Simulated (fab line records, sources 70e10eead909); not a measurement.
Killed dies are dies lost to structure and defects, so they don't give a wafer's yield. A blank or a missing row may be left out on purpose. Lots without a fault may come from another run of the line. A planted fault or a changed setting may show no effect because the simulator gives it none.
Which tool did it? | flow nand_harc | 12 lots, 36 wafers sampled, at 1 step of a route of 1302

WHAT THE GAUGES READ, wafer by wafer
NHARC_A_CONTACT_CD_MEAS_80.
lot  | measured     | on        | cd_nm (nm)
L109 | day 22 06:01 | cd_sem-03 | 288.3 289.8 289.7
L110 | day 22 19:20 | cd_sem-01 | 288.5 289.5 288.7
L112 | day 22 23:51 | cd_sem-01 | 290.0 291.2 290.6
L113 | day 24 01:35 | cd_sem-01 | 288.5 288.6 289.1
L120 | day 27 04:10 | cd_sem-02 | 290.6 290.6 291.1
L124 | day 28 04:46 | cd_sem-02 | 289.8 290.4 290.3
L125 | day 28 16:02 | cd_sem-03 | 290.2 289.9 289.6
L126 | day 29 21:24 | cd_sem-03 | 289.9 288.9 289.9
L127 | day 30 05:19 | cd_sem-01 | 290.7 291.4 291.4
L129 | day 31 02:28 | cd_sem-01 | 289.4 289.2 288.9
L130 | day 31 07:13 | cd_sem-01 | 288.6 288.7 288.8
L128 | day 31 10:58 | cd_sem-02 | 290.4 290.6 290.0

WHICH TOOL RAN EACH LOT (tool, then ch and the chambers of the sampled wafers, then the start)
The record holds no process step before these readings.

WHAT THE TOOLS THEMSELVES READ (means of the sampled wafers that have a number; where no wafer has one, the mark that the record gives instead)
The record holds no such reading with a usual standard deviation.

THE ANSWER, worked out from the rows above alone
Rule: what is usual is taken from the lots themselves. Put in order of their means at a reading, lots are off if they are a third of the lots or fewer, leave a main group of 4 or more, and stand apart from it by a gap of 3 or more times the standard deviation of the main group's means; of several such gaps the widest counts. A main group whose means are all the same, to the digits that the tables above print for the reading, isn't used. A lot without any number at a reading at which 4 lots or more have one is off too. The other lots that the step has rows for count as sound. The gauges are gone through in route order, then the tools' own readings, and for those a lot's mean is taken as printed above. The first step at which some lot is off is used, and at that step the reading that is off furthest; a lot without a number counts as furthest.
No lot is off at any reading shown: from this, nothing can be told.

WHAT THE SIMULATOR HAD PUT IN
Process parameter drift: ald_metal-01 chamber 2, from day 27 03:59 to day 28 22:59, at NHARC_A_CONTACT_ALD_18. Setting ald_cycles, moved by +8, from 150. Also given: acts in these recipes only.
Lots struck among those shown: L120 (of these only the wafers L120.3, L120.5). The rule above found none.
